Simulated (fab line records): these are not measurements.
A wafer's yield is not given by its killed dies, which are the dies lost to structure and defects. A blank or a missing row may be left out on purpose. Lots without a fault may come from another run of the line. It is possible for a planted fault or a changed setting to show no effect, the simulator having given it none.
Lot-split experiment + flow n5-finfet + route with 1938 steps; 7 lots, 21 wafers read

== ABOUT THE SPLIT ==
At N5_HKMG_FIN_DESCUM_17 (chemistry O2, time 7.9 s), the setting time-s was moved away from the recipe's 7.9 s on 10 of the 21 wafers read, by -20.5% to +20.7%. All remaining wafers had this setting at the recipe value.

There is no step in the file separating the split from the reading.

== THE READING ==
CAR-ArF_of_HKMG_FIN_COAT_06.thk-nm (the simulator's own value, which no gauge read), in nm, at N5_HKMG_FIN_ETCH_31 (etches SiARC in CF4, target depth 45.5 nm, time 75.8 s). The file gives no usual value for it. Average 50.9 nm, standard deviation 0.15 nm, over the 11 wafers here run with the recipe.

| wafer  | tool, chamber at the split | time-s as run, s | against the recipe | CAR-ArF_of_HKMG_FIN_COAT_06.thk-nm, nm | against lot-mates on the recipe |
|--------|----------------------------|------------------|--------------------|----------------------------------------|---------------------------------|
| L074.2 | rie-diel-06, 2             | 7.9              | recipe             | 51                                     | -                               |
| L074.3 | rie-diel-06, 0             | 7.221            | -8.6%              | 51                                     | +0.0                            |
| L074.5 | rie-diel-06, 0             | 7.221            | -8.6%              | 51                                     | +0.0                            |
| L076.1 | rie-diel-06, 2             | 9.537            | +20.7%             | 49.6                                   | -1.0                            |
| L076.4 | rie-diel-06, 0             | 7.9              | recipe             | 50.6                                   | -                               |
| L076.6 | rie-diel-06, 0             | 7.9              | recipe             | 50.6                                   | -                               |
| L077.1 | rie-diel-05, 1             | 7.9              | recipe             | 50.8                                   | -                               |
| L077.4 | rie-diel-05, 3,2           | 8.74             | +10.6%             | 50.4                                   | -0.4                            |
| L077.6 | rie-diel-05, 3,2           | 8.74             | +10.6%             | 50.4                                   | -0.4                            |
| L081.3 | rie-diel-02, 3,1           | 7.9              | recipe             | 50.8                                   | -                               |
| L081.4 | rie-diel-02, 2             | 6.281            | -20.5%             | 51.8                                   | +0.9                            |
| L081.5 | rie-diel-02, 3,1           | 7.9              | recipe             | 51                                     | -                               |
| L092.1 | rie-diel-05, 3,0           | 7.9              | recipe             | 51                                     | -                               |
| L092.4 | rie-diel-05, 3,0           | 7.9              | recipe             | 50.8                                   | -                               |
| L092.6 | rie-diel-05, 0             | 7.122            | -9.8%              | 51.2                                   | +0.3                            |
| L094.2 | rie-diel-05, 2,1           | 9.287            | +17.6%             | 50                                     | no lot-mate on the recipe       |
| L094.5 | rie-diel-05, 2,1           | 9.287            | +17.6%             | 50                                     | no lot-mate on the recipe       |
| L094.6 | rie-diel-05, 2             | 9.287            | +17.6%             | 50                                     | no lot-mate on the recipe       |
| L097.1 | rie-diel-06, 2,1           | 7.9              | recipe             | 51                                     | -                               |
| L097.3 | rie-diel-06, 3             | 7.9              | recipe             | 51                                     | -                               |
| L097.5 | rie-diel-06, 2,1           | 7.9              | recipe             | 51                                     | -                               |
If several chambers appear in one row, that row covers several wafers at once and the file leaves open which wafer was in which chamber.

THE FIT
A straight line over all 21 wafers: CAR-ArF_of_HKMG_FIN_COAT_06.thk-nm changes by -0.0464 nm for each +1% of time-s; r = -0.95; the points scatter about the line by 0.16 nm.
The same after taking each lot's own level away (the mean of its wafers on the recipe; 18 wafers): -0.0385 nm for each +1%; r = -0.93; scatter 0.13 nm.
According to that fit, moving time-s by its largest amount changes the reading by 0.8 nm.
From 50.60 to 51.00 nm: that is the span of the lots' own levels, equal to 2.6 times the standard deviation above.
Thus the slope moves with the lot-to-lot level: the two fits are different.
Check: -0.743 nm against its lot-mates is what the line predicts for one of the wafers moved furthest among these (+20.7%) when that wafer is left out of the fit. It came out at -1 nm against them.

== THE OTHER SPLITS THESE WAFERS WENT THROUGH ==
Note: prior to the reading, these wafers also went through further splits. Each is held against what the fit with the lots' levels taken away leaves over:
| other split on the same wafers | wafers away from the commonest value | r with CAR-ArF_of_HKMG_FIN_COAT_06.thk-nm (lot level and that fit taken away) |
|--------------------------------|--------------------------------------|-------------------------------------------------------------------------------|
| N5_SD_EPI_P_EXPOSE_06 dose-mj  | 2                                    | -0.14                                                                         |
| N5_SDB_EXPOSE_08 dose-mj       | 5                                    | -0.09                                                                         |

== THE WHOLE CHAIN: every reading that the file lists as answering this split, in the file's order ==
| step                  | what it does                                           | reading                                                                             | change (the file's fit)                | r (the file's) |
|-----------------------|--------------------------------------------------------|-------------------------------------------------------------------------------------|----------------------------------------|----------------|
| N5_HKMG_FIN_DESCUM_17 | chemistry O2, time 7.9 s                               | CAR-ArF_of_HKMG_FIN_COAT_06.thk-nm (the simulator's own value, which no gauge read) | -0.0479 nm for each +1% of the setting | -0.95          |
| N5_HKMG_FIN_ETCH_31   | etches SiARC in CF4, target depth 45.5 nm, time 75.8 s | CAR-ArF_of_HKMG_FIN_COAT_06.thk-nm (the simulator's own value, which no gauge read) | -0.0409 nm for each +1% of the setting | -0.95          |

== FILE'S OWN FIT ==
CAR-ArF_of_HKMG_FIN_COAT_06.thk-nm changes by -0.0409 nm for each +1% of time-s, r = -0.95.
